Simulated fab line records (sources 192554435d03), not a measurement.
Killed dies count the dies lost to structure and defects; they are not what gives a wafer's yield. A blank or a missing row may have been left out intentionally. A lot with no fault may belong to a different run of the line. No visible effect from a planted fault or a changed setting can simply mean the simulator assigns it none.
2 desks looking at one fault | flow n5Finfet | only its own numbers are on each desk; what lay behind them is given at the end

METROLOGY DESK
Lot by lot, what the gauges showed, no matter which tool ran the lot: averages of those sampled wafers that carry a number. Any lot whose mean is over 4 standard deviations away from the usual mean is out of limits and marked OUT; that distance is given in the brackets. It has 11 readings, of which 7 appear: the earliest out of limits, and the ones furthest out on some lot.
Columns: A = cdNm at N5_WELL_APT_CD_MEAS_08, usual 199.5 nm; B = DIBL_N at N5_BEOL_M4_RC_MEAS_101, usual 36.0 mV/V; C = DIBL_P at N5_BEOL_M4_RC_MEAS_101, usual 36.0 mV/V; D = IOFF_N at N5_BEOL_M4_RC_MEAS_101, usual 0.155 nA/um; E = IOFF_P at N5_BEOL_M4_RC_MEAS_101, usual 0.20 nA/um; F = ION_N at N5_BEOL_M4_RC_MEAS_101, usual 672 uA/um; G = ION_P at N5_BEOL_M4_RC_MEAS_101, usual 461 uA/um
lot  | first seen here | A                | B    | C    | D     | E    | F   | G
L609 | day 1 19:41     | 198.8            | 35.1 | 34.1 | 0.118 | 0.18 | 664 | 461
L610 | day 2 01:44     | 199.9            | 35.5 | 35.3 | 0.158 | 0.22 | 667 | 460
L611 | day 2 07:41     | 198.5            | 39.1 | 39.8 | 0.208 | 0.27 | 694 | 473
L617 | day 3 19:41     | 197.6            | 35.4 | 36.6 | 0.148 | 0.21 | 675 | 467
L619 | day 4 07:34     | 192.6 (-4.9) OUT | 36.0 | 35.2 | 0.151 | 0.20 | 671 | 463
L620 | day 4 13:41     | 193.6 (-4.2) OUT | 35.8 | 35.8 | 0.160 | 0.20 | 671 | 462
L627 | day 6 07:50     | 199.2            | 34.4 | 35.8 | 0.139 | 0.20 | 671 | 463
L629 | day 6 19:41     | 200.2            | 33.6 | 33.1 | 0.129 | 0.18 | 668 | 463
L631 | day 7 08:14     | 199.0            | 37.1 | 35.7 | 0.166 | 0.22 | 669 | 458
Finding of this desk: L619, L620 out of limits; the first was L619 at day 4 07:34, on cdNm at N5_WELL_APT_CD_MEAS_08. In limits: L609, L610, L611, L617, L627, L629, L631.

TOOL OWNER'S DESK, lithoTrack-04
The tool's own readings at N5_WELL_APT_PEB_06 (peb time 90 s): means of the sampled wafers that have a number, for each lot that ran on this tool. Any lot whose mean is over 4 standard deviations away from the usual mean is out of limits and marked OUT; that distance is given in the brackets.
Columns: A = heaterPowerTotalW at N5_WELL_APT_PEB_06, usual 172.5 W; B = plateTempC at N5_WELL_APT_PEB_06, usual 129.99 C
lot  | first seen here | A     | B
L609 | day 1 19:35     | 172.2 | 129.93
L610 | day 2 01:37     | 172.4 | 130.09
L619 | day 4 07:26     | 169.7 | 128.31 (-13) OUT
L620 | day 4 13:34     | 169.9 | 128.31 (-13) OUT
Finding of this desk: L619, L620 out of limits; the first was L619 at day 4 07:26, on plateTempC at N5_WELL_APT_PEB_06. In limits: L609, L610.

PUT TOGETHER
An alarm could have come from the tool owner's desk at day 4 07:26, on L619, L620.
L619, L620 would have let the metrology desk raise an alarm at day 4 07:34.
Every lot named ran N5_WELL_APT_PEB_06 on lithoTrack-04.

WHAT THE SIMULATOR HAD INSERTED
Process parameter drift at N5_WELL_APT_PEB_06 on lithoTrack-04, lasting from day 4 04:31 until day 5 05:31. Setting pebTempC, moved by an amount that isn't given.
Struck lots among those shown: L619, L620.
Counting hours from when the fault started, the first reading out of limits came at 3 for the tool owner's desk and at 3 for the metrology desk.
